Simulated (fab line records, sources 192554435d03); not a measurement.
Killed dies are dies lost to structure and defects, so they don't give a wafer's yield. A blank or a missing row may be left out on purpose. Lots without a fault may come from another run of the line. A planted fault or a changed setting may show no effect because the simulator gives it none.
Chamber matching | flow n5_finfet | N5_SDB_DESCUM_16 on rie_diel-06: 4 sister chambers
The step chemistry O2, time 7.9 s. 16 wafers are shown with their chamber, then 8 later ones without.

WAFERS WITH THEIR CHAMBER
wafer  | chamber | showerhead_plenum_p_Torr (Torr) | throttle_valve_pct (%) | oes_product_au (a.u.)
L075.2 | 2       | 2.14                            | 20.64                  | 0.86
L075.5 | 0       | 2.14                            | 20.05                  | 0.91
L075.6 | 3       | 2.08                            | 20.45                  | 0.73
L078.1 | 2       | 2.14                            | 20.67                  | 0.86
L078.2 | 1       | 1.98                            | 20.31                  | 0.74
L078.6 | 0       | 2.14                            | 20.07                  | 0.91
L080.1 | 2       | 2.14                            | 20.66                  | 0.85
L080.3 | 3       | 2.07                            | 20.46                  | 0.73
L080.4 | 0       | 2.14                            | 20.06                  | 0.90
L081.3 | 2       | 2.14                            | 20.66                  | 0.84
L081.5 | 0       | 2.14                            | 20.09                  | 0.89
L081.6 | 1       | 1.98                            | 20.31                  | 0.73
L082.1 | 3       | 2.07                            | 20.47                  | 0.72
L082.3 | 0       | 2.14                            | 20.09                  | 0.89
L082.5 | 1       | 1.98                            | 20.32                  | 0.73
L084.2 | 0       | 2.14                            | 20.11                  | 0.89

SIGNATURES (means of the wafers above)
reading                  | chamber 0 | chamber 1 | chamber 2 | chamber 3 | scatter within a chamber
showerhead_plenum_p_Torr | 2.1400    | 1.9800    | 2.1400    | 2.0733    | 0.00236
throttle_valve_pct       | 20.0783   | 20.3133   | 20.6575   | 20.4600   | 0.0164
oes_product_au           | 0.8983    | 0.7333    | 0.8525    | 0.7267    | 0.00862
Rule: a wafer's distance from a chamber is the root of the sum, over the readings, of the square of ((its reading less the chamber's mean) divided by the reading's scatter). The wafer belongs to the nearest chamber; if the next one is less than 2 further off, it can't be placed. The scatter: the root of (the sum of the squares of (reading less its chamber's mean) over the shown wafers, divided by (wafers less chambers)).

WAFERS WITHOUT THEIR CHAMBER
wafer  | showerhead_plenum_p_Torr (Torr) | throttle_valve_pct (%) | oes_product_au (a.u.)
L084.5 | 2.13                            | 20.66                  | 0.83
L084.6 | 1.98                            | 20.32                  | 0.73
L092.1 | 2.06                            | 20.50                  | 0.70
L092.3 | 2.13                            | 20.70                  | 0.82
L092.5 | 2.13                            | 20.70                  | 0.82
L094.1 | 2.06                            | 20.51                  | 0.70
L094.4 | 2.13                            | 20.14                  | 0.85
L094.5 | 1.97                            | 20.36                  | 0.71

WHICH CHAMBER EACH WENT THROUGH
wafer  | from the rows above | in truth
L084.5 | 2                   | 2
L084.6 | 1                   | 1
L092.1 | 3                   | 3
L092.3 | 2                   | 2
L092.5 | 2                   | 2
L094.1 | 3                   | 3
L094.4 | 0                   | 0
L094.5 | 1                   | 1
Placed correctly: 8 of 8. Can't be placed from these rows: 0. Placed wrongly: 0.
